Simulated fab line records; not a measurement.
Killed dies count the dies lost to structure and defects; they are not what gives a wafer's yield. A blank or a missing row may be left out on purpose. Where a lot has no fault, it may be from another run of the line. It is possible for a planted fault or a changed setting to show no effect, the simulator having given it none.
fab line records	flow n5Finfet
record lots=7	wafers=21
route steps=1938 shown BEOL_M8@1342 BEOL_M10@1495 BEOL_M11@1560 BEOL_M13@1686
startH: hours from the record's opening day to when the first of the lot's shown wafers began	waitH: hours from the lot's prior step to this one	" the same as in the row above	L1.1+2: one row covering several wafers at once	- either no value or no given start	* or withheld: withheld	< > ~ a bound
route shown NAME@n: a module of which the file shows steps, and the number in the route of the first	usual: mean and standard deviation over wafers with no fault	same: alike in all rows	chamber/n: place in a boat	sites: each site's reading	_std_site: the standard deviation of these	_edge_site: the outer-site mean with the inner-site mean subtracted	radiusMm: how far each site lies from the wafer's centre	mask NAME#n: copy n	behind: the most recent tool/chamber to have shaped the wafer	hold: the reason the lot was held/the length of the hold in hours/how it ended	device: whichever transistor did not switch (one of n, p or np)	end of line: the route-end tests of the same wafers	a step without rows: its recipe alone	killed: the dies lost at the first sort to structure and to defects; this is not the yield of the wafer	map: per-die view of a wafer (x killed, . not killed, _ where there is no die)
set.NAME: the setting the step ran with; set.NAME@STEP: the setting that earlier step ran with	model.NAME: the simulator's own value behind a step, which no gauge read
lots run with intentionally changed settings; tables by step, rows by wafer
## steps
# step N5_BEOL_M8_EXPOSE_08
# recipe maskId=M8	na=1.35	sourceShape=dipole	sigmaInner=0.817	sigmaOuter=0.97	polarization=te	doseMj=68.25
lot.wafer	tool	chamber	startH	waitH	mask	set.doseMj
L077.1+3	arfiScanner-01	0	215.15	-	M8#0	65.71
L077.2	"	0	"	"	M8#0	68.25
L076.2+4+6	arfiScanner-03	0	229.13	-	M8#0	68.25
L080.2	arfiScanner-03	0	236.52	-	M8#0	68.25
L080.4+5	"	0	"	"	M8#0	70.62
L090.3+4	arfiScanner-01	0	316.72	-	M8#0	66.43
L090.6	"	0	"	"	M8#0	68.25
L093.1	arfiScanner-03	0	345.07	-	M8#0	64.03
L093.4+5	"	0	"	"	M8#0	68.25
L094.1+3+5	arfiScanner-03	0	347.04	-	M8#0	68.25
L097.2+3+4	arfiScanner-02	0	350.38	-	M8#0	68.25
# step N5_BEOL_M8_PEB_09
# recipe pebTempC=withheld	pebTimeS=60	resist=CAR-ArF
# step N5_BEOL_M8_DEVELOP_10
# recipe developTimeS=30	developer=TMAH	resist=CAR-ArF	rinseLiquid=diw	dry=airSpin	devTempC=23
# step N5_BEOL_M8_CD_MEAS_11
# recipe targetCdNm=38.5	landingEnergyEv=500	detector=seInlens	polarity=opening
# usual cdNm=38.5/0.67
lot.wafer	tool	chamber	startH	waitH	set.doseMj@BEOL_M8_EXPOSE_08	cdNm
L077.1	cdSem-01	0	215.28	-	65.71	37.6
L077.2	"	0	"	"	68.25	39.1
L077.3	"	0	"	"	65.71	37.6
L076.2	cdSem-03	0	229.26	-	68.25	38.1
L076.4	"	0	"	"	68.25	39.0
L076.6	"	0	"	"	68.25	38.2
L080.2	cdSem-03	0	236.65	-	68.25	38.3
L080.4	"	0	"	"	70.62	41.7
L080.5	"	0	"	"	70.62	39.7
L090.3	cdSem-02	0	316.84	-	66.43	37.6
L090.4	"	0	"	"	66.43	37.2
L090.6	"	0	"	"	68.25	38.9
L093.1	cdSem-02	0	345.20	-	64.03	34.6
L093.4	"	0	"	"	68.25	37.3
L093.5	"	0	"	"	68.25	38.1
L094.1	cdSem-02	0	347.16	-	68.25	38.6
L094.3	"	0	"	"	68.25	38.3
L094.5	"	0	"	"	68.25	38.7
L097.2	cdSem-03	0	350.50	-	68.25	38.6
L097.3	"	0	"	"	68.25	38.1
L097.4	"	0	"	"	68.25	38.3
# step N5_BEOL_M8_DESCUM_16
# recipe chemistry=O2	timeS=7.9	sourcePowerW=50	biasPowerW=20	pressureMtorr=20	rfFrequencyHz=2.712e+07	tempC=40	resist=CAR-ArF	o2FlowSccm=225
# step N5_BEOL_M8_ETCH_61
# recipe chemistry=CF4	target=SiARC	targetDepthA=455	maskMaterial=CAR-ArF	timeS=75.8	ionEnergyEv=80	pressureMtorr=40	sourceW=545	biasW=36	Ar_flow_sccm=100	cf4FlowSccm=100	ends=cleared
lot.wafer	tool	chamber	startH	waitH	set.doseMj@BEOL_M8_EXPOSE_08	model.BEOL_M8.cdOffsetNm
L077.1	rieDiel-05	1	215.59	0.0	65.71	-0.6
L077.2	"	2	"	"	68.25	0.4
L077.3	"	0	"	"	65.71	-0.8
L076.2	rieDiel-04	2	229.38	0.0	68.25	-0.2
L076.4	"	3	"	"	68.25	0.6
L076.6	"	0	"	"	68.25	0
L080.2	rieDiel-04	3	237.08	0.0	68.25	0.2
L080.4	"	3	"	"	70.62	3
L080.5	"	2	"	"	70.62	1.6
L090.3	rieDiel-04	3	316.96	0.0	66.43	-0.4
L090.4	"	2	"	"	66.43	-1.4
L090.6	"	2	"	"	68.25	0.6
L093.1	rieDiel-06	0	345.32	0.0	64.03	-3.8
L093.4+5	"	2,0	"	"	68.25	-0.8
L094.1	rieDiel-05	0	347.35	0.0	68.25	0.2
L094.3	"	2	"	"	68.25	-0.4
L094.5	"	1	"	"	68.25	0.8
L097.2+3	rieDiel-05	2,3	350.62	0.0	68.25	0
L097.4	"	1	"	"	68.25	0.6
# step N5_BEOL_M8_ETCH_62
# recipe chemistry=N2/H2	target=SOC	targetDepthA=1100	overetchA=220	maskMaterial=SiARC	tempC=40	timeS=165	ionEnergyEv=200	pressureMtorr=30	sourceW=840	biasW=150	n2FlowSccm=200	h2FlowSccm=200
# step N5_BEOL_M8_STRIP_68
# recipe chemistry=N2/H2	tempC=40	n2FlowSccm=200	h2FlowSccm=200	rfFrequencyHz=6e+07
# step N5_BEOL_M8_STRIP_80
# recipe chemistry=N2/H2	timeS=10	powerW=450	tempC=40	pressureMtorr=20	rfFrequencyHz=6e+07	biasPowerW=7	n2FlowSccm=200	h2FlowSccm=200
# step N5_BEOL_M8_HM_STRIP_39
# recipe chemistry=peroxideTinStrip	material=TiN	targetDepthA=250	tempC=50	timeS=158
lot.wafer	tool	chamber	startH	waitH	set.tempC@BEOL_M8_PECVD_70	model.SiO2_of_BEOL_M8_PECVD_70.thkNm
L077.1+2	wetBench-04	1,4	217.09	0.0	413.6	17.4
L077.3	"	7	"	"	413.6	17.8
L076.2+4	wetBench-05	2,7	232.53	0.0	400	19.6
L076.6	"	4	"	"	400	19.8
L080.2+5	wetBench-05	2,1	238.57	0.0	400	19.8
L080.4	"	6	"	"	400	20
L090.3	wetBench-05	5	320.91	0.0	388.5	20.8
L090.4	"	0	"	"	400	19.6
L090.6	"	2	"	"	400	19.4
L093.1	wetBench-04	6	347.01	0.0	404.5	19.8
L093.4	"	5	"	"	404.5	19.6
L093.5	"	4	"	"	400	20.4
L094.1	wetBench-05	1	349.73	0.0	400	19.4
L094.3	"	6	"	"	400	19.6
L094.5	"	0	"	"	387.8	21.8
L097.2+3	wetBench-03	0,4	353.15	0.0	400	19.4
L097.4	"	3	"	"	400	19.8
# step N5_BEOL_M10_COAT_64
# recipe resist=SiARC	tempC=220	timeS=60	spinRpm=1500	resistThkNm=30
lot.wafer	tool	chamber	startH	waitH	set.spinRpm	model.SiARC_of_BEOL_M10_COAT_64.thkNm
L077.1+3	lithoTrack-01	0	-	-	1441	30.6
L077.2	"	0	"	"	1500	30
L076.2+4	lithoTrack-01	0	-	-	1500	30.2
L076.6	"	0	"	"	1500	30
L080.2+4	lithoTrack-04	0	-	-	1417	30.8
L080.5	"	0	"	"	1500	30
L090.3+6	lithoTrack-03	0	-	-	1500	30
L090.4	"	0	"	"	1377	31.4
L093.1	lithoTrack-01	0	-	-	1500	30
L093.4	"	0	"	"	1500	30.2
L093.5	"	0	"	"	1598	29.2
L094.1+3	lithoTrack-01	0	-	-	1624	28.8
L094.5	"	0	"	"	1500	30
L097.2+4	lithoTrack-04	0	-	-	1600	29
L097.3	"	0	"	"	1500	30
# step N5_BEOL_M10_PEB_26
# recipe pebTempC=withheld	pebTimeS=60	resist=CAR-ArF
lot.wafer	tool	chamber	startH	waitH	set.pebTimeS
L077.1+2	lithoTrack-01	0	238.27	0.1	60
L077.3	"	0	"	"	50.91
L076.2+4+6	lithoTrack-04	0	258.45	0.1	60
L080.2+5	lithoTrack-04	0	261.98	0.1	53.58
L080.4	"	0	"	"	60
L090.3+4+6	lithoTrack-03	0	339.62	0.0	60
L093.1+5	lithoTrack-03	0	364.10	0.1	71.45
L093.4	"	0	"	"	60
L094.1+3	lithoTrack-03	0	364.44	0.1	49.67
L094.5	"	0	"	"	60
L097.2+4	lithoTrack-01	0	374.63	0.1	71.44
L097.3	"	0	"	"	60
# step N5_BEOL_M10_DEVELOP_27
# recipe developTimeS=30	developer=TMAH	resist=CAR-ArF	rinseLiquid=diw	dry=airSpin	devTempC=23
# step N5_BEOL_M10_CD_MEAS_28
# recipe targetCdNm=70	landingEnergyEv=500	detector=seInlens	polarity=opening
# usual cdNm=70.8/1
lot.wafer	tool	chamber	startH	waitH	set.pebTimeS@BEOL_M10_PEB_26	cdNm
L077.1	cdSem-02	0	238.34	-	60	69.5
L077.2	"	0	"	"	60	70.3
L077.3	"	0	"	"	50.91	63.4
L076.2	cdSem-01	0	258.51	-	60	72.3
L076.4	"	0	"	"	60	71.0
L076.6	"	0	"	"	60	70.7
L080.2	cdSem-02	0	262.04	-	53.58	67.2
L080.4	"	0	"	"	60	71.3
L080.5	"	0	"	"	53.58	65.8
L090.3	cdSem-02	0	339.68	-	60	69.9
L090.4	"	0	"	"	60	69.4
L090.6	"	0	"	"	60	72.3
L093.1	cdSem-02	0	364.17	-	71.45	79.1
L093.4	"	0	"	"	60	71.9
L093.5	"	0	"	"	71.45	78.8
L094.1	cdSem-02	0	364.51	-	49.67	60.5
L094.3	"	0	"	"	49.67	61.7
L094.5	"	0	"	"	60	71.1
L097.2	cdSem-03	0	374.70	-	71.44	78.6
L097.3	"	0	"	"	60	71.4
L097.4	"	0	"	"	71.44	76.3
# step N5_BEOL_M10_DESCUM_33
# recipe chemistry=O2	timeS=7.9	sourcePowerW=50	biasPowerW=20	pressureMtorr=20	rfFrequencyHz=2.712e+07	tempC=40	resist=CAR-ArF	o2FlowSccm=225
# step N5_BEOL_M10_ETCH_65
# recipe chemistry=CF4	target=SiARC	targetDepthA=390	maskMaterial=CAR-ArF	timeS=65	ionEnergyEv=80	pressureMtorr=40	sourceW=545	biasW=36	Ar_flow_sccm=100	cf4FlowSccm=100	ends=cleared
lot.wafer	tool	chamber	startH	waitH	set.spinRpm@BEOL_M10_COAT_64	model.etch.depthNm	model.CAR-ArF_of_BEOL_M10_COAT_22.thkNm
L077.1	rieDiel-04	2	238.87	0.0	1441	30.62	55
L077.2	"	3	"	"	1500	29.98	56
L077.3	"	0	"	"	1441	30.61	55.4
L076.2	rieDiel-04	2	258.63	0.0	1500	30.16	56
L076.4	"	0	"	"	1500	30.2	55.6
L076.6	"	2	"	"	1500	30.06	56.2
L080.2	rieDiel-06	0	262.36	0.0	1417	30.75	54.8
L080.4	"	1	"	"	1417	30.78	54.6
L080.5	"	3	"	"	1500	29.96	55.6
L090.3	rieDiel-05	1	340.49	0.0	1500	29.99	56.2
L090.4	"	0	"	"	1377	31.36	54.8
L090.6	"	2	"	"	1500	30.02	55.8
L093.1	rieDiel-05	3	364.39	0.0	1500	30.06	55.6
L093.4	"	2	"	"	1500	30.14	55.8
L093.5	"	1	"	"	1598	29.16	56.2
L094.1	rieDiel-05	0	364.96	0.0	1624	28.9	56.8
L094.3	"	2	"	"	1624	28.79	56.6
L094.5	"	0	"	"	1500	30.03	55.6
L097.2	rieDiel-05	2	375.49	0.0	1600	29.06	56.2
L097.3	"	1	"	"	1500	29.95	55
L097.4	"	0	"	"	1600	29.02	56
# step N5_BEOL_M11_COAT_63
# recipe resist=SOC	tempC=250	timeS=60	spinRpm=1500	resistThkNm=100
lot.wafer	tool	chamber	startH	waitH	set.spinRpm	model.SOC_of_BEOL_M11_COAT_63.thkNm
L077.1+2	lithoTrack-05	0	253.90	2.7	1663	95.2
L077.3	"	0	"	"	1500	100.6
L076.2	lithoTrack-05	0	266.73	3.0	1500	100.4
L076.4+6	"	0	"	"	1500	100.2
L080.2	lithoTrack-05	0	270.64	1.2	1659	95.6
L080.4	"	0	"	"	1500	100.4
L080.5	"	0	"	"	1659	95.4
L090.3	lithoTrack-03	0	349.07	1.3	1424	102.2
L090.4	"	0	"	"	1500	99.8
L090.6	"	0	"	"	1424	102.6
L094.1+3	lithoTrack-03	0	374.27	2.0	1500	100
L094.5	"	0	"	"	1500	99.8
L093.1+4	lithoTrack-05	0	374.27	2.6	1500	99.8
L093.5	"	0	"	"	1500	100.2
L097.2	lithoTrack-05	0	386.40	1.0	1500	99.6
L097.3	"	0	"	"	1500	99.8
L097.4	"	0	"	"	1500	100.2
# step N5_BEOL_M11_EXPOSE_25
# recipe maskId=V10	na=1.35	sourceShape=annular	sigmaInner=0.5	sigmaOuter=0.8	polarization=unpolarized	doseMj=85.5
lot.wafer	tool	chamber	startH	waitH	mask	set.doseMj
L077.1+2+3	arfiScanner-03	0	254.15	-	V10#0	85.5
L076.2+4+6	arfiScanner-03	0	266.85	-	V10#0	85.5
L080.2	arfiScanner-01	0	270.77	-	V10#0	85.5
L080.4+5	"	0	"	"	V10#0	83.76
L090.3+4+6	arfiScanner-03	0	349.32	-	V10#0	89.98
L094.1	arfiScanner-01	0	374.44	-	V10#0	88.77
L094.3+5	"	0	"	"	V10#0	85.5
L093.1+4	arfiScanner-03	0	374.61	-	V10#0	85.5
L093.5	"	0	"	"	V10#0	91.77
L097.2+3	arfiScanner-03	0	386.65	-	V10#0	85.5
L097.4	"	0	"	"	V10#0	90.45
# step N5_BEOL_M11_PEB_26
# recipe pebTempC=withheld	pebTimeS=60	resist=CAR-ArF
# step N5_BEOL_M11_DEVELOP_27
# recipe developTimeS=30	developer=TMAH	resist=CAR-ArF	rinseLiquid=diw	dry=airSpin	devTempC=23
# step N5_BEOL_M11_CD_MEAS_28
# recipe targetCdNm=70	landingEnergyEv=500	detector=seInlens	polarity=opening
# usual cdNm=69.7/1.3
lot.wafer	tool	chamber	startH	waitH	set.doseMj@BEOL_M11_EXPOSE_25	cdNm
L077.1	cdSem-03	0	254.28	-	85.5	67.4
L077.2	"	0	"	"	85.5	69.2
L077.3	"	0	"	"	85.5	69.0
L076.2	cdSem-02	0	266.98	-	85.5	70.6
L076.4	"	0	"	"	85.5	70.4
L076.6	"	0	"	"	85.5	70.7
L080.2	cdSem-01	0	270.89	-	85.5	67.5
L080.4	"	0	"	"	83.76	65.2
L080.5	"	0	"	"	83.76	66.0
L090.3	cdSem-03	0	349.44	-	89.98	72.6
L090.4	"	0	"	"	89.98	74.7
L090.6	"	0	"	"	89.98	73.8
L094.1	cdSem-02	0	374.58	-	88.77	73.8
L094.3	"	0	"	"	85.5	70.2
L094.5	"	0	"	"	85.5	70.1
L093.1	cdSem-03	0	374.74	-	85.5	70.2
L093.4	"	0	"	"	85.5	71.6
L093.5	"	0	"	"	91.77	76.2
L097.2	cdSem-01	0	386.78	-	85.5	70.0
L097.3	"	0	"	"	85.5	69.6
L097.4	"	0	"	"	90.45	76.5
# step N5_BEOL_M11_DESCUM_33
# recipe chemistry=O2	timeS=7.9	sourcePowerW=50	biasPowerW=20	pressureMtorr=20	rfFrequencyHz=2.712e+07	tempC=40	resist=CAR-ArF	o2FlowSccm=225
# step N5_BEOL_M11_ETCH_65
# recipe chemistry=CF4	target=SiARC	targetDepthA=390	maskMaterial=CAR-ArF	timeS=65	ionEnergyEv=80	pressureMtorr=40	sourceW=545	biasW=36	Ar_flow_sccm=100	cf4FlowSccm=100	ends=cleared
# step N5_BEOL_M11_ETCH_66
# recipe chemistry=N2/H2	target=SOC	targetDepthA=1200	overetchA=240	maskMaterial=SiARC	tempC=40	timeS=180	ionEnergyEv=200	pressureMtorr=30	sourceW=840	biasW=150	n2FlowSccm=200	h2FlowSccm=200
lot.wafer	tool	chamber	startH	waitH	set.spinRpm@BEOL_M11_COAT_63	model.etch.depthNm
L077.1	rieDiel-03	0	254.45	0.0	1663	95.28
L077.2	"	1	"	"	1663	95.2
L077.3	"	2	"	"	1500	100.5
L076.2	rieDiel-01	3	267.15	0.0	1500	100.5
L076.4	"	2	"	"	1500	100.1
L076.6	"	0	"	"	1500	100.2
L080.2	rieDiel-03	0	271.07	0.0	1659	95.55
L080.4	"	2	"	"	1500	100.3
L080.5	"	3	"	"	1659	95.32
L090.3	rieDiel-01	0	349.75	0.0	1424	102.1
L090.4	"	3	"	"	1500	99.86
L090.6	"	2	"	"	1424	102.6
L094.1+3	rieDiel-01	3,2	375.12	0.0	1500	100
L094.5	"	0	"	"	1500	99.74
L093.1	rieDiel-03	3	375.56	0.0	1500	99.82
L093.4	"	0	"	"	1500	99.79
L093.5	"	3	"	"	1500	100.1
L097.2	rieDiel-02	0	386.95	0.0	1500	99.62
L097.3	"	3	"	"	1500	99.81
L097.4	"	2	"	"	1500	100.2
# step N5_BEOL_M11_STRIP_69
# recipe chemistry=N2/H2	tempC=40	n2FlowSccm=200	h2FlowSccm=200	rfFrequencyHz=6e+07
# step N5_BEOL_M11_VIA_ETCH_34
# recipe chemistry=C4F6/O2	target=SiCOH_lowk	targetDepthA=1845	maskMaterial=SOC	taperDeg=4	timeS=69.2	ionEnergyEv=250	pressureMtorr=30	sourceW=345	biasW=185	Ar_flow_sccm=300	C4F6_flow_sccm=10	O2_flow_sccm=10
lot.wafer	tool	chamber	startH	waitH	set.spinRpm@BEOL_M11_COAT_63	model.SOC_of_BEOL_M11_COAT_63.thkNm
L077.1	rieDiel-03	0	254.57	0.0	1663	87.4
L077.2	"	1	"	"	1663	87.6
L077.3	"	2	"	"	1500	92.2
L076.2	rieDiel-01	3	267.28	0.0	1500	92.8
L076.4	"	2	"	"	1500	92.4
L076.6	"	0	"	"	1500	92.6
L080.2	rieDiel-03	0	271.19	0.0	1659	87.6
L080.4	"	2	"	"	1500	92.2
L080.5	"	3	"	"	1659	87.2
L090.3	rieDiel-01	0	349.87	0.0	1424	94.4
L090.4	"	3	"	"	1500	92.2
L090.6	"	2	"	"	1424	94.8
L094.1	rieDiel-01	3	375.25	0.0	1500	92.4
L094.3	"	2	"	"	1500	92.2
L094.5	"	0	"	"	1500	92
L093.1	rieDiel-03	3	375.69	0.0	1500	91.6
L093.4	"	0	"	"	1500	92
L093.5	"	3	"	"	1500	91.8
L097.2+4	rieDiel-02	0,2	387.08	0.0	1500	91.6
L097.3	"	3	"	"	1500	92
# step N5_BEOL_M13_PEB_26
# recipe pebTempC=130	pebTimeS=90
lot.wafer	tool	chamber	startH	waitH	set.pebTimeS
L077.1+3	lithoTrack-01	0	268.58	0.1	90
L077.2	"	0	"	"	107.8
L076.2+4+6	lithoTrack-02	0	278.76	0.0	90
L080.2	lithoTrack-02	0	282.92	0.0	97.95
L080.4+5	"	0	"	"	90
L090.3+4	lithoTrack-02	0	362.90	0.0	90
L090.6	"	0	"	"	103.9
L094.1+3	lithoTrack-03	0	387.72	0.1	104.3
L094.5	"	0	"	"	90
L093.1	lithoTrack-01	0	390.60	0.1	90
L093.4+5	"	0	"	"	73.92
L097.2+3+4	lithoTrack-01	0	398.70	0.0	90
# step N5_BEOL_M13_DESCUM_33
# recipe chemistry=O2	timeS=7.9	sourcePowerW=50	biasPowerW=20	pressureMtorr=20	rfFrequencyHz=2.712e+07	tempC=40	o2FlowSccm=225
lot.wafer	tool	chamber	startH	waitH	set.timeS	set.pebTimeS@BEOL_M13_PEB_26	model.BEOL_M13.cdNm
L077.1	rieDiel-02	1	268.84	0.1	7.9	90	211.2
L077.2	"	0	"	"	7.9	107.8	215.4
L077.3	"	2	"	"	7.9	90	209.4
L076.2+4+6	rieDiel-02	1,0,3	278.96	0.0	7.9	90	207.8
L080.2	rieDiel-02	1	283.27	0.2	9.114	97.95	208.2
L080.4	"	0	"	"	9.114	90	208.2
L080.5	"	0	"	"	7.9	90	207.6
L090.3	rieDiel-02	1	363.10	0.0	7.9	90	207.4
L090.4	"	0	"	"	7.9	90	206.8
L090.6	"	0	"	"	7.9	103.9	210.6
L094.1	rieDiel-03	2	387.98	0.1	7.227	104.3	210.2
L094.3	"	3	"	"	7.9	104.3	212.4
L094.5	"	1	"	"	7.9	90	209.8
L093.1	rieDiel-01	1	390.80	0.0	7.9	90	210
L093.4	"	0	"	"	7.145	73.92	204.6
L093.5	"	2	"	"	7.145	73.92	204.8
L097.2	rieDiel-03	1	398.90	0.0	7.9	90	212
L097.3	"	3	"	"	7.9	90	210.8
L097.4	"	2	"	"	7.9	90	209.4
## key
split step=N5_BEOL_M8_EXPOSE_08	setting=doseMj	stated=68.25	by=wafer
response step=N5_BEOL_M8_CD_MEAS_11	reading=cdNm	change=+0.524	per=1%	r=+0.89
response step=N5_BEOL_M8_ETCH_61	reading=model.BEOL_M8.cdOffsetNm	change=+0.476	per=1%	r=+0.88
split step=N5_BEOL_M10_COAT_64	setting=spinRpm	stated=1500	by=wafer
response step=N5_BEOL_M10_COAT_64	reading=model.SiARC_of_BEOL_M10_COAT_64.thkNm	change=-0.152	per=1%	r=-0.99
response step=N5_BEOL_M10_ETCH_65	reading=model.etch.depthNm	change=-0.149	per=1%	r=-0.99
response step=N5_BEOL_M10_ETCH_65	reading=model.CAR-ArF_of_BEOL_M10_COAT_22.thkNm	change=+0.14	per=1%	r=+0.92
split step=N5_BEOL_M10_PEB_26	setting=pebTimeS	stated=60	by=wafer
response step=N5_BEOL_M10_CD_MEAS_28	reading=cdNm	change=+0.418	per=1%	r=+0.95
split step=N5_BEOL_M11_COAT_63	setting=spinRpm	stated=1500	by=wafer
response step=N5_BEOL_M11_COAT_63	reading=model.SOC_of_BEOL_M11_COAT_63.thkNm	change=-0.483	per=1%	r=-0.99
response step=N5_BEOL_M11_ETCH_66	reading=model.etch.depthNm	change=-0.475	per=1%	r=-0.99
response step=N5_BEOL_M11_VIA_ETCH_34	reading=model.SOC_of_BEOL_M11_COAT_63.thkNm	change=-0.446	per=1%	r=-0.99
split step=N5_BEOL_M11_EXPOSE_25	setting=doseMj	stated=85.5	by=wafer
response step=N5_BEOL_M11_CD_MEAS_28	reading=cdNm	change=+0.895	per=1%	r=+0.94
split step=N5_BEOL_M13_PEB_26	setting=pebTimeS	stated=90	by=wafer
response step=N5_BEOL_M13_DESCUM_33	reading=model.BEOL_M13.cdNm	change=+0.216	per=1%	r=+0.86
split step=N5_BEOL_M13_DESCUM_33	setting=timeS	stated=7.9	by=wafer
response none clear
split outsideThisFile step=N5_BEOL_M8_PECVD_70 setting=tempC
# split outsideThisFile: this setting was split too, and the file shows its column; the key of that split is in another file
